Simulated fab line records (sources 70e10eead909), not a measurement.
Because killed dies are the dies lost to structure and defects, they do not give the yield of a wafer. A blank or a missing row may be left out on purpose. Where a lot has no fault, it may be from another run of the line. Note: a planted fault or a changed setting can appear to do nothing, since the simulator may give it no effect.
Matching of chambers    flow nand-harc    NHARC_A_STAIRCASE_ALD_420 on ald-hk-01 has 4 sister chambers
The step deposits SiO2, target thk 20 nm, pulse time 6 s, ald cycles 200. 18 wafers are shown with their chamber, then 9 later ones without.

WAFERS PAIRED WITH THEIR CHAMBERS
wafer   chamber  heater-power-w (W)  precursor-pulse-height-rel
L076.2  0        402                 1.025
L076.3  1        466                 1.003
L076.4  3        552                 0.980
L077.3  3        565                 1.025
L077.4  1        472                 1.012
L077.5  0        408                 0.999
L081.1  3        572                 1.005
L081.4  1        467                 1.003
L081.6  1        470                 1.026
L084.3  2        460                 0.978
L084.4  1        456                 1.001
L084.5  3        559                 1.029
L086.2  1        456                 1.004
L086.3  3        561                 1.006
L086.4  2        471                 1.003
L090.1  3        553                 0.999
L090.4  1        451                 1.022
L090.6  1        457                 1.008

SIGNATURES (averages over the wafers above)
reading                     chamber 0  chamber 1  chamber 2  chamber 3  scatter within a chamber
heater-power-w              405.00     461.88     465.50     560.33     7.49
precursor-pulse-height-rel  1.01200    1.00988    0.99050    1.00733    0.0143
Rule: a wafer lies at a distance from a chamber equal to the root of the sum of squares, over the readings, of (its reading less the chamber's mean, divided by the reading's scatter). The wafer belongs to the nearest chamber; if the next one is less than 2 further off, it can't be placed. How the scatter is found: for the shown wafers, subtract from each reading the mean of its chamber, square and add these, divide the total by (wafers less chambers), then take the root.

WAFERS WITH NO CHAMBER GIVEN
wafer   heater-power-w (W)  precursor-pulse-height-rel
L092.3  426                 1.024
L092.4  449                 1.006
L092.5  450                 1.010
L095.3  423                 1.034
L095.5  446                 0.962
L095.6  568                 0.994
L097.3  552                 1.009
L097.5  451                 1.002
L097.6  410                 0.980

THE CHAMBER EACH PASSED THROUGH
wafer   from the rows above      in truth
L092.3  can't be placed: 0 or 1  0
L092.4  can't be placed: 1 or 2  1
L092.5  can't be placed: 1 or 2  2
L095.3  0                        0
L095.5  can't be placed: 2 or 1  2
L095.6  3                        3
L097.3  3                        3
L097.5  can't be placed: 1 or 2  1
L097.6  0                        0
Correctly placed: 4 of 9. Cannot be placed on the basis of these rows: 5; the candidates contain the true chamber in 5. 0 placed wrongly.
